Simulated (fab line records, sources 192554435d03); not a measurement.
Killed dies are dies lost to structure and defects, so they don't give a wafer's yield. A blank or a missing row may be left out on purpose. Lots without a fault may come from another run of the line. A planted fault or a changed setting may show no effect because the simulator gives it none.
Which tool did it? | flow n5_finfet | 10 lots, 29 wafers sampled, at 6 steps of a route of 1938

WHAT THE GAUGES READ, wafer by wafer
N5_BEOL_M4_RC_MEAS_101.
lot  | measured     | on        | DIBL_N (mV/V)  | DIBL_P (mV/V)  | IOFF_N (nA/um)    | IOFF_P (nA/um)    | ION_N (uA/um) | ION_P (uA/um) | SS_N (mV/dec)  | SS_P (mV/dec)  | VT_N (mV)         | VT_P (mV)
L984 | day 8 20:08  | prober-01 | 34.5 34.6 34.0 | 35.1 34.9 34.1 | 0.138 0.140 0.121 | 0.196 0.194 0.177 | 682 670 664   | 470 465 456   | 70.4 70.7 70.3 | 73.4 72.7 72.9 | 250.0 251.1 253.0 | -249 -251 -254
L985 | day 9 07:53  | prober-02 | 35.7 37.4 37.0 | 36.0 38.4 37.4 | 0.144 0.182 0.166 | 0.215 0.245 0.222 | 671 678 666   | 463 469 464   | 71.6 70.9 71.0 | 73.4 74.0 73.7 | 251.6 246.6 249.5 | -249 -247 -248
L986 | day 9 14:22  | prober-02 | 37.6 37.2 36.1 | 37.0 36.6 35.7 | 0.164 0.149 0.144 | 0.198 0.181 0.183 | 679 673 674   | 458 457 465   | 71.6 71.4 71.0 | 73.7 74.1 73.3 | 248.7 252.1 251.6 | -252 -253 -251
L987 | day 10 00:17 | prober-02 | 35.7 34.8 33.7 | 36.7 35.9 34.1 | 0.176 0.147 0.128 | 0.239 0.219 0.190 | 682 680 681   | 470 474 467   | 71.8 70.9 70.7 | 72.9 74.0 73.0 | 251.2 250.3 250.1 | -250 -252 -250
L990 | day 10 08:52 | prober-01 | 37.3 35.2 35.7 | 38.1 36.1 36.5 | 0.192 0.156 0.164 | 0.255 0.230 0.228 | 688 674 676   | 467 461 467   | 71.8 71.5 71.1 | 74.0 73.6 72.9 | 248.3 248.8 248.3 | -245 -245 -249
L993 | day 11 21:41 | prober-01 | 35.9 34.9 37.9 | 36.1 34.8 38.3 | 0.138 0.127 0.181 | 0.197 0.173 0.234 | 662 664 681   | 462 461 466   | 71.7 71.5 72.2 | 73.6 72.1 73.4 | 251.8 252.5 248.7 | -250 -252 -250
L996 | day 12 01:39 | prober-01 | 37.0 36.3 36.7 | 37.8 37.1 37.1 | 0.187 0.175 0.172 | 0.269 0.266 0.257 | 680 696 686   | 469 479 478   | 71.5 71.9 71.8 | 74.1 73.7 73.1 | 245.6 247.8 245.8 | -244 -247 -246
L995 | day 12 09:59 | prober-02 | 35.4 34.9 35.6 | 37.3 36.4 37.5 | 0.158 0.147 0.172 | 0.225 0.215 0.238 | 674 675 680   | 462 469 472   | 71.5 71.8 70.5 | 74.0 73.4 73.7 | 251.2 249.0 248.5 | -249 -249 -246
L997 | day 12 16:52 | prober-01 | 34.9 35.5 35.7 | 35.2 36.2 36.4 | 0.129 0.147 0.152 | 0.162 0.182 0.187 | 666 669 672   | 449 455 453   | 71.6 71.6 72.4 | 72.5 73.1 73.1 | 256.9 251.4 251.7 | -258 -253 -254
L999 | day 12 18:44 | prober-02 | 36.5 35.7      | 37.6 36.6      | 0.155 0.142       | 0.216 0.194       | 672 676       | 464 464       | 70.9 71.5      | 73.4 73.3      | 250.2 251.9       | -248 -251

N5_BEOL_M9_OCD_MEAS_38.
lot  | measured     | on     | trench_depth_nm (nm)
L984 | day 10 18:16 | ocd-02 | 152.6 148.0 156.3
L985 | day 11 07:38 | ocd-01 | 150.1 153.0 154.0
L986 | day 11 14:42 | ocd-01 | 148.7 149.3 152.1
L987 | day 12 00:01 | ocd-02 | 157.3 149.2 151.7
L990 | day 12 07:35 | ocd-01 | 156.1 154.3 150.0
L993 | day 13 18:18 | ocd-01 | 152.8 146.8 150.0
L996 | day 13 17:49 | ocd-02 | 155.7 154.2 154.2
L995 | day 14 01:59 | ocd-02 | 147.0 151.4 151.9
L997 | day 14 07:25 | ocd-01 | 151.7 150.2 152.0
L999 | day 14 11:49 | ocd-01 | 152.3 148.9

N5_BEOL_M10_THK_MEAS_01.
lot  | measured     | on            | M10_ILD_THK (nm)
L984 | day 11 00:17 | film_metro-01 | 268 265 267
L985 | day 11 11:07 | film_metro-01 | 268 268 273
L986 | day 11 18:46 | film_metro-02 | 261 265 268
L987 | day 12 04:29 | film_metro-01 | 257 264 271
L990 | day 12 11:06 | film_metro-01 | 269 271 272
L993 | day 13 21:25 | film_metro-01 | 269 268 271
L996 | day 13 20:50 | film_metro-01 | 266 268 272
L995 | day 14 05:38 | film_metro-02 | 140 270 137
L997 | day 14 11:00 | film_metro-02 | 264 260 268
L999 | day 14 15:40 | film_metro-01 | 132 139

WHICH TOOL RAN EACH LOT (tool, then ch and the chambers of the sampled wafers, then the start)
lot  | N5_BEOL_M9_SURFACE_TREAT_79  | N5_BEOL_M9_ANNEAL_51             | N5_BEOL_M10_ILD_DEP_00
L984 | pvd_sputter-02, day 10 22:15 | rtp_anneal-01 ch 0, day 10 23:01 | pecvd-02 ch 0,1,2, day 10 23:44
L985 | pvd_sputter-02, day 11 09:01 | rtp_anneal-01 ch 0, day 11 09:44 | pecvd-03 ch 1,2, day 11 10:31
L986 | pvd_sputter-02, day 11 16:52 | rtp_anneal-02 ch 0, day 11 17:25 | pecvd-02 ch 0,1,2, day 11 18:10
L987 | pvd_sputter-02, day 12 00:54 | rtp_anneal-02 ch 0, day 12 03:09 | pecvd-02 ch 0,1,2, day 12 03:53
L990 | pvd_sputter-02, day 12 09:06 | rtp_anneal-01 ch 0, day 12 09:46 | pecvd-03 ch 0,1,2, day 12 10:31
L993 | pvd_sputter-02, day 13 19:26 | rtp_anneal-02 ch 0, day 13 20:07 | pecvd-04 ch 0,1,2, day 13 20:51
L996 | pvd_sputter-01, day 13 19:02 | rtp_anneal-01 ch 0, day 13 19:32 | pecvd-03 ch 0,1,2, day 13 20:14
L995 | pvd_sputter-02, day 14 02:58 | rtp_anneal-02 ch 0, day 14 04:17 | pecvd-03 ch 0,2, day 14 05:02
L997 | pvd_sputter-03, day 14 08:49 | rtp_anneal-01 ch 0, day 14 09:39 | pecvd-02 ch 0,1, day 14 10:25
L999 | pvd_sputter-02, day 14 13:44 | rtp_anneal-02 ch 0, day 14 14:20 | pecvd-03 ch 0,1, day 14 15:04
- N5_BEOL_M9_SURFACE_TREAT_79
- N5_BEOL_M9_ANNEAL_51: time 90 s.
- N5_BEOL_M10_ILD_DEP_00: deposits SiCOH lowk from DEMS/porogen, target thk 308.51 nm, time 58 s.

WHAT THE TOOLS THEMSELVES READ (means of the sampled wafers that have a number; where no wafer has one, the mark that the record gives instead)
N5_BEOL_M9_ANNEAL_51.
lot  | tool          | wafer_temp_C_max
L984 | rtp_anneal-01 | 226.2
L985 | rtp_anneal-01 | 226.2
L986 | rtp_anneal-02 | 226.8
L987 | rtp_anneal-02 | 226.7
L990 | rtp_anneal-01 | 226.1
L993 | rtp_anneal-02 | 226.6
L996 | rtp_anneal-01 | 226.1
L995 | rtp_anneal-02 | 226.6
L997 | rtp_anneal-01 | 226.1
L999 | rtp_anneal-02 | 226.6

N5_BEOL_M10_ILD_DEP_00.
lot  | tool     | heater_power_w (W) | rf_fwd_power_W (W) | run_length_s (s) | showerhead_plenum_p_Torr (Torr) | throttle_valve_pct (%)
L984 | pecvd-02 | 265                | 496.1              | 101.2            | 5.733                           | 13.7
L985 | pecvd-03 | 365                | 497.5              | 100.2            | 5.739                           | 13.8
L986 | pecvd-02 | 236                | 496.2              | 101.1            | 5.720                           | 13.7
L987 | pecvd-02 | 240                | 495.7              | 101.2            | 5.729                           | 13.8
L990 | pecvd-03 | 325                | 497.0              | 100.9            | 5.746                           | 14.4
L993 | pecvd-04 | 331                | 495.7              | 100.8            | 5.746                           | 13.9
L996 | pecvd-03 | 320                | 497.6              | 100.5            | 5.735                           | 14.4
L995 | pecvd-03 | 315                | 496.0              | 80.9             | 5.732                           | 14.8
L997 | pecvd-02 | 280                | 495.2              | 100.8            | 5.755                           | 13.8
L999 | pecvd-03 | 295                | -                  | 71.3             | 5.739                           | 14.9

THE ANSWER, worked out from the rows above alone
Rule: what is usual is taken from the lots themselves. Put in order of their means at a reading, lots are off if they are a third of the lots or fewer, leave a main group of 4 or more, and stand apart from it by a gap of 3 or more times the standard deviation of the main group's means; of several such gaps the widest counts. A main group whose means are all the same, to the digits that the tables above print for the reading, isn't used. A lot without any number at a reading at which 4 lots or more have one is off too. The other lots that the step has rows for count as sound. The gauges are gone through in route order, then the tools' own readings, and for those a lot's mean is taken as printed above. The first step at which some lot is off is used, and at that step the reading that is off furthest; a lot without a number counts as furthest.
Off: L995, L999, at N5_BEOL_M10_THK_MEAS_01 (M10_ILD_THK). The main group: mean 267 nm, standard deviation 2.5.
A tool fits if, at a process step before that reading, it ran every lot that is off, and no sound lot after the first of them. The gauges at N5_BEOL_M10_THK_MEAS_01 aren't tried: what is off there is off at N5_BEOL_M10_ILD_DEP_00 too, on other tools, and a gauge's error can't cause that. Can't be told from this: 3 tools fit, pvd_sputter-02 at N5_BEOL_M9_SURFACE_TREAT_79, rtp_anneal-02 at N5_BEOL_M9_ANNEAL_51, pecvd-03 at N5_BEOL_M10_ILD_DEP_00.

WHAT THE SIMULATOR HAD PUT IN
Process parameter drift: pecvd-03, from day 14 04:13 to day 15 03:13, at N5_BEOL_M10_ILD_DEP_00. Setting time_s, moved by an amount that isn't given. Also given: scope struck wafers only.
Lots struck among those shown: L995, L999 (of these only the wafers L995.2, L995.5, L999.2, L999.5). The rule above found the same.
